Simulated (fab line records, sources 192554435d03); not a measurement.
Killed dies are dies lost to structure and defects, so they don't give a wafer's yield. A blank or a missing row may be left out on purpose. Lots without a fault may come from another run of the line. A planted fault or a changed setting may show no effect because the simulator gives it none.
fab line records | flow n5_finfet
record lots=10 wafers=26 last_day=16
route steps=1938 shown SD_EPI_P@314 BEOL_M4@1090 PASSIVATION@1936
lots that met no fault: from a run of the same line without faults
start_h: hours from the record's first day to the start of the lot's first wafer shown | wait_h: hours since the lot's step before | " the same as in the row above | L1.1+2: a row that stands for several wafers | - no value, or no start given | * or withheld: withheld | < > ~ a bound
route shown NAME@n: a module of which the file shows steps, and the number in the route of the first | usual: mean/standard deviation of fault-free wafers | same: alike in all rows | chamber/n: place in a boat | sites: the reading at each site | _std_site: their standard deviation | _edge_site: outer sites' mean less inner sites' | radius_mm: how far each site lies from the wafer's centre | mask NAME#n: copy n | behind: the tool/chamber that last shaped the wafer | hold: why the lot was held/for how many hours/how that ended | device: the transistor (n, p or np) that didn't switch | end of line: the same wafers' tests at the end of the route | a step without rows: its recipe alone | killed: dies lost to structure and defects at the first sort, not the wafer's yield | map: a wafer's dies, x killed, . not, _ none there
set.NAME: the setting as run; set.NAME@STEP: as run at that earlier step | model.NAME: the simulator's own value behind a step, which no gauge read
steps of the route over a sample of lots; a table a step, a row a wafer
services: from which hour (start_h, from the record's first day; less than 0 if before it) a tool's chamber was out of use, for how many hours, and why
## steps
# step N5_SD_EPI_P_SD_RECESS_17
# recipe chemistry=HBr/Cl2/O2 target_depth_a=391 bt_time_s=3 pressure_mtorr=10 icp_w=800 bias_w=112 HBr_flow_sccm=150 Cl2_flow_sccm=80 O2_flow_sccm=12
# usual bias_w=112.00/0.29 drypump_motor_current_A=6.0/0.52 he_backside_leak_sccm=2.78/0.28 oes_o_777_au=1.005/0.018 oes_product_au=1.003/0.016 throttle_valve_pct=36.9/0.35
# columns lot.wafer tool chamber start_h wait_h bias_w drypump_motor_current_A he_backside_leak_sccm oes_o_777_au oes_product_au rf_hours_counter_h throttle_valve_pct
L512.2 rie_si-06 0 78.46 0.0 112.41 5.9 2.55 1.025 1.023 0 36.7
L512.5 " 3 " " 111.90 6.1 3.16 0.971 0.993 - 37.3
L512.6 " 2 " " 112.26 5.9 2.82 1.005 0.981 - 36.8
L513.2 rie_si-05 2 86.34 0.0 111.82 5.1 2.46 1.001 0.987 71 36.6
L513.4 " 0 " " 112.14 5.9 3.22 0.969 0.977 101 37.3
L513.6 " 2 " " 112.21 5.1 2.57 1.012 0.996 - 36.6
L515.3 rie_si-06 0 99.56 0.0 111.34 5.9 2.51 1.034 1.029 1 36.7
L515.5 " 0 " " 111.45 5.9 2.42 1.030 1.033 - 36.7
L515.6 " 1 " " 112.20 6.6 2.75 1.012 1.010 - 36.5
L516.2 rie_si-01 3 103.52 0.0 111.89 6.3 2.32 1.034 1.028 5 36.4
L516.3 " 2 " " 111.75 4.6 2.76 1.016 1.025 126 36.8
L517.1 rie_si-06 0 108.32 0.0 112.79 5.9 2.66 1.033 1.035 1 36.7
L517.3 " 2 " " 111.75 5.9 2.71 1.003 0.981 16 36.8
L517.4 " 1 " " 111.94 6.6 2.80 1.019 1.013 197 36.5
L518.3 rie_si-06 0 117.31 0.0 111.85 5.9 2.51 1.037 1.030 1 36.7
L518.4 " 2 " " 112.52 5.9 2.68 1.000 0.982 - 36.8
L518.6 " 0 " " 112.00 5.9 2.63 1.034 1.033 - 36.7
L520.1 rie_si-06 2 128.48 0.0 112.00 5.9 2.87 1.006 0.992 17 36.8
L520.2 " 0 " " 112.31 5.9 2.43 1.032 1.032 1 36.7
L520.4 " 0 " " 112.55 5.9 2.55 1.036 1.027 - 36.7
L522.2 rie_si-06 2 138.53 0.0 112.55 5.9 2.76 1.008 0.990 17 36.8
L522.6 " 2 " " 111.84 5.9 2.71 1.002 1.000 - 36.8
L524.1 rie_si-06 2 149.46 0.0 112.12 5.9 2.68 1.014 0.994 18 36.8
L524.2 " 1 " " 112.17 6.6 2.56 0.992 0.989 0 36.3
L526.4 rie_si-06 2 160.59 0.0 112.00 5.9 2.49 1.004 0.995 18 36.8
L526.6 " 3 " " 112.11 6.0 2.72 0.996 1.027 - 37.3
# step N5_BEOL_M4_SPUTTER_86
# recipe material=Cu target_thk_a=45 temp_c=-20 chamber_pressure_pa=0.07 power_w=withheld time_s=8.29
# usual chuck_gas_flow_sccm=1.26/0.05 susceptor_temp_C=-20.01/0.11 throttle_valve_pct=30.4/1
# columns lot.wafer tool chamber start_h wait_h chuck_gas_flow_sccm susceptor_temp_C throttle_valve_pct
L512.2 pvd_sputter-02 - 197.38 0.1 1.32 -19.87 30.0
L512.5 " - " " 1.35 -20.16 29.6
L512.6 " - " " 1.28 -20.04 29.8
L513.2 pvd_sputter-03 - 200.01 0.1 1.20 -20.15 29.4
L513.4 " - " " 1.30 -20.08 29.6
L513.6 " - " " 1.18 -19.95 30.9
L515.3 pvd_sputter-03 - 206.65 0.1 1.21 -19.86 30.9
L515.5 " - " " 1.28 -20.02 29.4
L515.6 " - " " 1.26 -20.10 29.2
L516.2 pvd_sputter-01 - 213.41 0.1 1.26 -19.99 31.5
L516.3 " - " " 1.31 -20.04 30.2
L517.1 pvd_sputter-01 - 228.51 0.1 1.38 -20.01 31.7
L517.3 " - " " 1.30 -20.08 30.2
L517.4 " - " " 1.22 -20.00 31.2
L520.1 pvd_sputter-02 - 234.53 0.1 1.26 -20.00 32.0
L520.2 " - " " 1.25 -19.62 29.9
L520.4 " - " " 1.27 -19.98 30.6
L518.3 pvd_sputter-01 - 237.01 0.1 1.15 -19.88 31.2
L518.4 " - " " 1.31 -20.03 28.9
L518.6 " - " " 1.21 -19.85 29.9
L522.2 pvd_sputter-03 - 243.92 0.1 1.23 -20.02 30.9
L522.6 " - " " 1.28 -20.17 30.6
L524.1 pvd_sputter-02 - 261.50 0.1 1.33 -20.01 30.4
L524.2 " - " " 1.23 -20.08 32.1
L526.4 pvd_sputter-01 - 269.21 0.1 1.23 -19.98 31.7
L526.6 " - " " 1.24 -20.15 28.4
# step N5_BEOL_M4_ANNEAL_87
# recipe temp_c=400 time_s=240 ambient=vacuum
# usual heater_power_w=813/110 susceptor_temp_C=400.02/0.22
# columns lot.wafer tool chamber start_h wait_h heater_power_w susceptor_temp_C
L512.2 pvd_sputter-02 - 197.46 0.0 933 399.92
L512.5 " - " " 889 400.25
L512.6 " - " " 929 399.83
L513.2 pvd_sputter-03 - 200.09 0.0 895 399.91
L513.4 " - " " 725 400.23
L513.6 " - " " 1035 399.74
L515.3 pvd_sputter-03 - 206.73 0.0 910 400.01
L515.5 " - " " 906 399.64
L515.6 " - " " 710 400.11
L516.2 pvd_sputter-01 - 213.49 0.0 755 399.97
L516.3 " - " " 772 400.47
L517.1 pvd_sputter-01 - 228.59 0.0 759 400.52
L517.3 " - " " 789 399.79
L517.4 " - " " 743 399.94
L520.1 pvd_sputter-02 - 234.61 0.0 684 399.92
L520.2 " - " " 931 399.77
L520.4 " - " " 938 400.36
L518.3 pvd_sputter-01 - 237.09 0.0 751 399.98
L518.4 " - " " 685 399.98
L518.6 " - " " 808 399.90
L522.2 pvd_sputter-03 - 244.00 0.0 1043 400.25
L522.6 " - " " 874 400.16
L524.1 pvd_sputter-02 - 261.58 0.0 927 400.24
L524.2 " - " " 685 400.35
L526.4 pvd_sputter-01 - 269.29 0.0 749 399.81
L526.6 " - " " 667 399.72
# step N5_BEOL_M4_SPUTTER_96
# recipe material=Cu target_thk_a=45 temp_c=-20 chamber_pressure_pa=0.07 power_w=withheld time_s=8.29
# usual chuck_gas_flow_sccm=1.26/0.052 susceptor_temp_C=-20.01/0.1 throttle_valve_pct=30.4/1
# columns lot.wafer tool chamber start_h wait_h chuck_gas_flow_sccm susceptor_temp_C throttle_valve_pct
L512.2 pvd_sputter-02 - 198.48 0.1 1.26 -19.98 30.2
L512.5 " - " " 1.23 -20.05 29.9
L512.6 " - " " 1.24 -19.96 30.1
L513.2 pvd_sputter-03 - 201.11 0.1 1.28 -20.17 29.3
L513.4 " - " " 1.22 -19.80 29.2
L513.6 " - " " 1.32 -20.12 30.6
L515.3 pvd_sputter-03 - 207.75 0.1 1.24 -19.93 30.6
L515.5 " - " " 1.30 -19.96 29.3
L515.6 " - " " 1.24 -19.98 29.4
L516.2 pvd_sputter-01 - 214.51 0.1 1.40 -20.00 31.6
L516.3 " - " " 1.19 -20.01 29.8
L517.1 pvd_sputter-01 - 229.61 0.1 1.28 -20.00 31.8
L517.3 " - " " 1.29 -20.09 30.0
L517.4 " - " " 1.24 -19.95 31.1
L520.1 pvd_sputter-02 - 235.63 0.1 1.19 -20.04 31.8
L520.2 " - " " 1.30 -19.98 30.0
L520.4 " - " " 1.23 -19.95 30.5
L518.3 pvd_sputter-01 - 238.11 0.1 1.21 -20.10 31.0
L518.4 " - " " 1.33 -19.96 28.6
L518.6 " - " " 1.20 -20.12 30.0
L522.2 pvd_sputter-03 - 245.02 0.1 1.32 -19.97 30.5
L522.6 " - " " 1.23 -19.85 30.6
L524.1 pvd_sputter-02 - 262.60 0.1 1.33 -19.85 30.7
L524.2 " - " " 1.27 -20.10 32.1
L526.4 pvd_sputter-01 - 270.31 0.1 1.24 -19.92 31.7
L526.6 " - " " 1.26 -20.05 28.7
# step N5_BEOL_M4_RC_MEAS_101
# usual CJ_P=5.79/0.18 DIBL_N=35.8/1.5 DIBL_P=35.9/1.8 IOFF_N=0.152/0.025 IOFF_P=0.21/0.031 ION_N=672/11 ION_P=462/7.4 REXT_P=101.0/2.3 SS_N=71.5/0.52 SS_P=73.2/0.54 VT_N=250/3 VT_P=-250/3.3 VT_P_LVT=-99/3.1
# columns lot.wafer tool chamber start_h wait_h CJ_P DIBL_N[mV/V] DIBL_P[mV/V] IOFF_N[nA/um] IOFF_P[nA/um] ION_N[uA/um] ION_P[uA/um] REXT_P[ohm.um] SS_N[mV/dec] SS_P[mV/dec] VT_N[mV] VT_P[mV] VT_P_LVT[mV]
L512.2 prober-01 0 199.76 0.2 5.95 33.9 34.8 0.122 0.16 670 457 104.7 70.9 72.9 250 -254 -103
L512.5 " 0 " " 5.61 34.9 35.9 0.143 0.17 674 452 104.0 70.7 73.0 251 -252 -102
L512.6 " 0 " " 6.05 34.1 35.4 0.125 0.16 665 459 104.6 71.5 72.6 251 -256 -103
L513.2 prober-02 0 202.37 0.2 5.96 36.1 34.1 0.143 0.20 678 465 97.0 71.3 73.3 251 -249 -98
L513.4 " 0 " " 5.58 36.7 34.2 0.153 0.20 659 449 97.9 71.6 73.1 249 -247 -100
L513.6 " 0 " " 5.98 36.1 35.3 0.155 0.22 664 461 98.8 70.4 73.9 248 -247 -98
L515.3 prober-02 0 209.16 0.3 5.76 37.0 36.6 0.143 0.19 670 459 103.5 71.6 73.8 252 -255 -104
L515.5 " 0 " " 5.68 37.5 37.7 0.146 0.19 665 453 103.5 71.9 74.1 254 -255 -104
L515.6 " 0 " " 5.59 35.0 33.7 0.112 0.14 661 450 105.7 71.4 72.9 256 -259 -108
L516.2 prober-02 0 215.76 0.2 5.89 34.6 34.5 0.115 0.15 652 449 105.9 71.6 72.3 256 -255 -103
L516.3 " 0 " " 5.91 36.3 36.1 0.146 0.18 669 463 105.1 71.1 72.7 252 -253 -101
L517.1 prober-01 0 230.98 0.0 5.83 35.9 35.9 0.158 0.21 673 464 101.1 71.3 72.6 248 -245 -98
L517.3 " 0 " " 5.99 36.2 36.9 0.169 0.23 684 469 100.0 71.0 73.7 248 -248 -98
L517.4 " 0 " " 5.69 35.8 36.0 0.161 0.21 685 466 101.3 70.9 73.8 248 -251 -99
L520.1 prober-01 0 236.76 0.0 6.25 37.1 37.8 0.177 0.23 667 458 97.4 71.3 74.7 248 -248 -98
L520.2 " 0 " " 6.02 34.2 34.8 0.128 0.18 677 467 95.6 71.8 73.7 252 -250 -100
L520.4 " 0 " " 5.83 35.5 36.5 0.145 0.20 672 459 96.1 71.3 74.1 251 -253 -99
L518.3 prober-01 0 239.52 0.3 5.89 37.8 35.5 0.148 0.21 669 458 101.3 71.3 73.0 250 -247 -99
L518.4 " 0 " " 5.61 37.7 35.1 0.151 0.21 666 459 102.8 72.1 72.7 253 -249 -99
L518.6 " 0 " " 5.92 37.9 34.9 0.149 0.20 662 451 102.8 72.2 73.3 255 -250 -99
L522.2 prober-01 0 246.47 0.2 5.90 35.0 34.8 0.141 0.19 677 463 99.6 71.7 72.9 249 -253 -98
L522.6 " 0 " " 2.60 35.9 33.8 0.164 0.13 678 388 113.1 71.9 73.2 248 -260 -108
L524.1 prober-01 0 263.71 0.0 2.51 37.7 35.9 0.218 0.18 700 403 117.4 72.0 73.8 244 -254 -104
L524.2 " 0 " " 5.80 36.0 35.8 0.172 0.23 676 465 103.5 71.6 72.8 245 -248 -96
L526.4 prober-02 0 271.90 0.5 5.72 35.5 37.1 0.182 0.24 682 460 98.0 71.9 73.3 247 -247 -98
L526.6 " 0 " " 2.34 34.1 33.3 0.154 0.13 675 382 113.5 71.2 72.2 250 -259 -109
# step N5_PASSIVATION_PROBE_49
# usual defect_limited_yield=91.7/1.7 killed_at_M0_to_M3=34/10 killed_at_M4_up=13/5.1 killed_at_contacts=12/6.2 killed_at_front_end=36/12 killed_at_other=3.2/2.6 killed_dies=98/20 killed_open=65/13 killed_short=32/8.4 sort_bin_5_function=4.8/1.1 sort_bin_6_memory=3.2/0.74 sort_bin_8_speed=0.00/0.012 sort_n_pass=1082/20 sort_yield_pct=91.7/1.7
# same gross_dies=1180 killed_at_back_side=0 sort_bin_4_leakage[%]=0
# columns lot.wafer tool chamber start_h wait_h defect_limited_yield[%] killed_at_M0_to_M3 killed_at_M4_up killed_at_contacts killed_at_front_end killed_at_other killed_dies killed_open killed_short sort_bin_5_function[%] sort_bin_6_memory[%] sort_bin_8_speed[%] sort_n_pass sort_yield_pct[%]
L520.1 prober-01 - 339.82 0.0 93.3 21 15 2 38 3 79 54 25 3.2 3.1 0 1101 93.3
L520.2 prober-01 - 339.87 0.1 92.5 32 11 6 37 3 89 59 30 4.8 2.6 0 1091 92.5
L520.4 prober-01 - 339.97 0.2 94.6 14 17 4 21 8 64 45 19 3.5 1.9 0 1116 94.6
L522.2 prober-02 - 353.84 0.1 90.1 34 22 6 54 1 117 67 50 5.5 3.8 0 1063 90.1
L522.6 prober-02 - 354.04 0.3 91.0 25 11 17 50 3 106 78 26 5.5 3.2 91.02 0 0
L524.1 prober-02 - 368.40 0.0 91.5 40 14 7 39 0 100 67 32 4.6 3.5 91.53 0 0
L524.2 prober-02 - 368.45 0.1 90.9 43 17 8 39 0 107 65 40 4.7 3.9 0 1073 90.9
L526.4 prober-02 - 376.64 0.2 88.6 50 10 20 50 4 134 92 36 6.9 3.7 0 1046 88.6
L526.6 prober-02 - 376.74 0.3 88.9 65 9 6 45 6 131 89 40 7.3 3.5 88.90 0 0
# killed by level:class
L520.1 STI_FIN_REVEAL:geometric_particle:open=12 BEOL_M3:geometric_particle:open=7 BEOL_M1:geometric_particle:open=6 BEOL_M4:geometric_particle:open=6 GATE_CUT:geometric_particle:short=5 FIN_SAQP:geometric_particle:short=4 FIN_SAQP:geometric_particle:open=4 BEOL_M3:geometric_particle:short=3
L520.2 FIN_SAQP:geometric_particle:short=8 STI_FIN_REVEAL:geometric_particle:open=7 BEOL_M3:geometric_particle:open=7 GATE_CUT:geometric_particle:short=5 MOL_CONTACT_COAG:geometric_particle:open=5 BEOL_M0_SAQP:geometric_particle:short=5 BEOL_M0_SAQP:geometric_particle:open=5 BEOL_M1:geometric_particle:open=5
L520.4 BEOL_M4:geometric_particle:open=11 STI_FIN_REVEAL:geometric_particle:open=7 BEOL_M3:geometric_particle:open=7 FIN_SAQP:geometric_particle:short=3 MOL_CONTACT_COAG:geometric_particle:open=3 BEOL_M0_SAQP:geometric_particle:open=3 PAD_METAL:geometric_particle:open=3 DUMMY_GATE:geometric_particle:open=2
L522.2 BEOL_M0_SAQP:geometric_particle:short=12 FIN_SAQP:geometric_particle:short=11 FIN_SAQP:geometric_particle:open=9 BEOL_M4:geometric_particle:open=9 GATE_CUT:geometric_particle:short=7 BEOL_M2:geometric_particle:open=7 BEOL_M0_SAQP:geometric_particle:open=6 ILD0:geometric_particle:open=5
L522.6 MOL_CONTACT_COAG:geometric_particle:open=15 FIN_SAQP:geometric_particle:short=10 FIN_SAQP:geometric_particle:open=10 BEOL_M0_SAQP:geometric_particle:open=7 BEOL_M1:geometric_particle:open=7 ILD0:geometric_particle:open=6 SPACER0:geometric_particle:open=5 GATE_CUT:geometric_particle:open=4
L524.1 BEOL_M0_SAQP:geometric_particle:open=18 FIN_SAQP:geometric_particle:open=10 BEOL_M3:geometric_particle:open=9 MOL_CONTACT_COAG:geometric_particle:open=7 BEOL_M4:geometric_particle:open=6 FIN_SAQP:geometric_particle:short=5 STI_FIN_REVEAL:geometric_particle:open=5 DUMMY_GATE:geometric_particle:short=5
L524.2 STI_FIN_REVEAL:geometric_particle:open=16 BEOL_M0_SAQP:geometric_particle:short=12 BEOL_M4:geometric_particle:open=11 FIN_SAQP:geometric_particle:short=10 BEOL_M0_SAQP:geometric_particle:open=8 BEOL_M1:geometric_particle:open=7 MOL_CONTACT_COAG:geometric_particle:open=6 BEOL_M3:geometric_particle:open=6
L526.4 MOL_CONTACT_COAG:geometric_particle:open=19 FIN_SAQP:geometric_particle:open=16 BEOL_M1:geometric_particle:open=11 BEOL_M2:geometric_particle:open=11 FIN_SAQP:geometric_particle:short=9 BEOL_M0_SAQP:geometric_particle:short=8 BEOL_M0_SAQP:geometric_particle:open=8 BEOL_M1:geometric_particle:short=7
L526.6 BEOL_M2:geometric_particle:open=15 BEOL_M0_SAQP:geometric_particle:short=12 BEOL_M3:geometric_particle:open=11 BEOL_M1:geometric_particle:open=10 GATE_CUT:geometric_particle:short=9 BEOL_M0_SAQP:geometric_particle:open=9 FIN_SAQP:geometric_particle:open=7 STI_FIN_REVEAL:geometric_particle:open=7
## services
# columns tool chamber start_h hours kind
pvd_sputter-03 - 64.50 2.0 repair
pvd_sputter-02 - 67.79 1.1 repair
rie_si-06 - 83.98 14.6 pm
pvd_sputter-02 - 92.63 0.5 repair
pvd_sputter-01 - 98.12 1.5 repair
rie_si-01 0 101.50 3.9 repair
rie_si-06 3 110.02 - clean
rie_si-06 3 110.02 18.5 scheduled_down
rie_si-06 3 110.02 18.5 vent_cycle
rie_si-01 1 116.94 15.1 repair
rie_si-06 1 128.54 - clean
rie_si-06 1 128.54 18.3 scheduled_down
rie_si-06 1 128.54 18.3 vent_cycle
rie_si-01 1 132.08 - clean
rie_si-01 1 132.08 19.0 scheduled_down
rie_si-01 1 132.08 19.0 vent_cycle
rie_si-05 1 140.48 0.9 repair
rie_si-05 3 205.71 11.0 repair
pvd_sputter-01 - 260.51 3.0 repair
## key
first_sign step=N5_BEOL_M4_RC_MEAS_101 reading=CJ_P direction=down sigmas=18 usual=5.79 struck=2.49
effect step=N5_BEOL_M4_RC_MEAS_101 reading=ION_P direction=down sigmas=9.6 usual=462 struck=391
effect step=N5_BEOL_M4_RC_MEAS_101 reading=REXT_P direction=up sigmas=6 usual=101.0 struck=114.7
effect step=N5_BEOL_M4_RC_MEAS_101 reading=VT_P_LVT direction=down sigmas=2.5 usual=-99 struck=-107
effect step=N5_BEOL_M4_RC_MEAS_101 reading=VT_P direction=down sigmas=2.3 usual=-250 struck=-258
effect step=N5_PASSIVATION_PROBE_49 reading=sort_bin_8_speed direction=up sigmas=99+ usual=0.00 struck=90.48
met_at N5_SD_EPI_P_SD_RECESS_17
struck_lots L522,L524,L526
struck_wafers L522.6,L524.1,L526.6
not_acting_at N5_BEOL_M4_SPUTTER_86,N5_BEOL_M4_ANNEAL_87,N5_BEOL_M4_SPUTTER_96
onset_between 128.48 138.53
fault kind=process_parameter_drift tool=rie_si-06 chamber=- onset_h=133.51 steps=N5_SD_EPI_P_SD_RECESS_17 channel=target_depth_a offset=-132.98 shape=step end_h=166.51 scope=struck_wafers_only acts_in=these_recipes_only stated=391
